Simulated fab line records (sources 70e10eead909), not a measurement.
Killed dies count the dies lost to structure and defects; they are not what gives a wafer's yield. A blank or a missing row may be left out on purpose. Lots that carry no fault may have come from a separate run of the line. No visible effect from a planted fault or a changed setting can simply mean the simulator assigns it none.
A struck lot beside a sound one || flow nand harc || 44 steps out of a route of 1159
Sound: the wafers L585.2, L585.4, L585.6. Wafers struck: L592.2, L592.5, L592.6. At the end, the cause is stated.
At each step with rows: each side's tool, then ch and its chambers, then its first start. Under that, the readings that differ: sound wafers || struck wafers || difference of the means || sigmas: that difference in standard deviations of wafers without a fault.
alike: a reading whose means differ by less than 2 such deviations, as well as words and numbers matching on both sides. not compared: withheld readings; readings where some wafer has no value; bounds like >300 that might hide an equal value; numbers whose values overlap and for which the record gives no deviation.
Wherever a step has rows on one side only, a row that says differs or no value, or a row with sigmas, the two part there. Numbers that don't overlap but have no deviation are shown without sigmas and don't part them. A reading missing from all wafers of one side parts the sides only when that side holds two or more wafers.

first, 12 steps without rows for these wafers: NHARC_P_GATE_ALD_36 (deposits SiNx, target thk 20 nm, pulse time 60 s, ald cycles 223); NHARC_P_GATE_ETCHBACK_37 (etches the open film in CHF3/O2, target depth 34.5 nm, time 17.2 s); NHARC_P_GATE_STRIP_101 (strips in O2, time 20 s); NHARC_P_GATE_PRECLEAN_97 (cleans in SPM, time 600 s); NHARC_P_GATE_SRD_98; NHARC_P_GATE_PRECLEAN_99 (cleans in SC1); NHARC_P_GATE_SRD_100; NHARC_P_GATE_DEHYDRATE_38 (time 120 s); NHARC_P_GATE_HMDS_39 (time 30 s); NHARC_P_GATE_COAT_40; NHARC_P_GATE_SOFTBAKE_41 (time 95 s); NHARC_P_GATE_EBR_42.
NHARC_P_GATE_EXPOSE_43: exposes mask P NSD, target cd 720 nm.
  sound on krf scanner-04 ch 0, day 6 22:51; struck on krf scanner-04 ch 0, day 8 09:43
{"reading": "exposure dose mJ cm2", "sound": "14.810 14.809 14.817", "struck": "9.297 9.299 9.321", "difference": -5.506, "sigmas": "-99 or more"}
  alike: mask, reticle temp C
then, 2 steps without rows for these wafers: NHARC_P_GATE_PEB_44 (peb time 85 s); NHARC_P_GATE_DEVELOP_45 (time 70 s).
NHARC_P_GATE_CD_MEAS_46 targets a cd of 720 nm.
  sound on cd sem-01 ch 0, day 6 23:00; struck on cd sem-02 ch 0, day 8 09:52
{"reading": "cd nm (nm)", "sound": "719.9 720.6 720.9", "struck": "639.5 640.3 638.7", "difference": -81.0, "sigmas": -48}
then, 1 step without rows for these wafers: NHARC_P_GATE_HARDBAKE_47 (time 80 s).
NHARC_P_GATE_DESCUM_48: chemistry O2, time 3 s.
  sound on rie diel-13 ch 1,2, day 6 23:12; struck on rie diel-08 ch 0,2,3, day 8 10:04
{"reading": "model.P_GATE.cd nm (nm)", "sound": "719.8 721 721.2", "struck": "640.2 641 638.8", "difference": -80.7, "sigmas": ""}
  alike: drypump motor current A, oes product au, rf vpp V, showerhead plenum p Torr, throttle valve pct
  not compared: rf hours counter h
then, 23 steps without rows for these wafers: NHARC_P_GATE_IMPLANT_49; NHARC_P_GATE_STRIP_111 (strips in N2/H2, time 250 s); NHARC_P_GATE_STRIP_75 (strips in O2); NHARC_P_GATE_STRIP_50 (strips in SPM, time 900 s); NHARC_P_GATE_DEHYDRATE_51 (time 120 s); NHARC_P_GATE_HMDS_52 (time 30 s); NHARC_P_GATE_COAT_53; NHARC_P_GATE_SOFTBAKE_54 (time 95 s); NHARC_P_GATE_EBR_55; NHARC_P_GATE_EXPOSE_56 (exposes mask P PSD, target cd 720 nm); NHARC_P_GATE_PEB_57 (peb time 85 s); NHARC_P_GATE_DEVELOP_58 (time 70 s); NHARC_P_GATE_HARDBAKE_60 (time 80 s); NHARC_P_GATE_DESCUM_61 (chemistry O2, time 3 s); NHARC_P_GATE_IMPLANT_62; NHARC_P_GATE_STRIP_112 (strips in N2/H2, time 200 s); NHARC_P_GATE_STRIP_76 (strips in O2); NHARC_P_GATE_STRIP_63 (strips in SPM, time 900 s); NHARC_P_GATE_DEHYDRATE_83 (time 120 s); NHARC_P_GATE_HMDS_84 (time 30 s); NHARC_P_GATE_COAT_85; NHARC_P_GATE_SOFTBAKE_86 (time 95 s); NHARC_P_GATE_EBR_87.
NHARC_P_CONTACT_DESCUM_17: chemistry O2, time 3 s.
  sound on rie diel-09 ch 0,1, day 7 07:29; struck on rie diel-03 ch 1,2,3, day 8 18:07
{"reading": "model.P_CONTACT.cd nm (nm)", "sound": "89.75 89.75 88.99", "struck": "90.51 90.76 90.93", "difference": "+1.24", "sigmas": ""}
  alike: drypump motor current A, oes product au, rf vpp V, showerhead plenum p Torr, throttle valve pct
  not compared: rf hours counter h
NHARC_P_CONTACT_ETCH_35: etches the open film in CF4, target depth 39 nm, time 65 s.
  sound on rie diel-09 ch 0,1, day 7 07:36; struck on rie diel-03 ch 0,1,3, day 8 18:11
{"reading": "model.P_CONTACT.cd nm (nm)", "sound": "89.38 89.47 89.04", "struck": "90.1 90.86 91.05", "difference": "+1.4", "sigmas": ""}
  alike: drypump motor current A, oes product au, rf vpp V, showerhead plenum p Torr, throttle valve pct
  not compared: rf hours counter h
-- record jumps: 13 days between struck wafers' starts before vs after; left off in module P_CONTACT, resumes in module END, first step shown is number 1159 of the route --
NHARC_END_SORT_01:
  here the record holds rows for the struck wafers (prober-02 ch 0, day 22 03:39) but none for the sound ones

WHERE THEY PART
Last at NHARC_END_SORT_01 as far as this record goes, first at NHARC_P_GATE_EXPOSE_43.

WHY: what had been put in by the simulator
Process parameters drifting: krf scanner-04 at NHARC_P_GATE_EXPOSE_43, beginning at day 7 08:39. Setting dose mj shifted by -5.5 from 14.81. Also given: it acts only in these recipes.
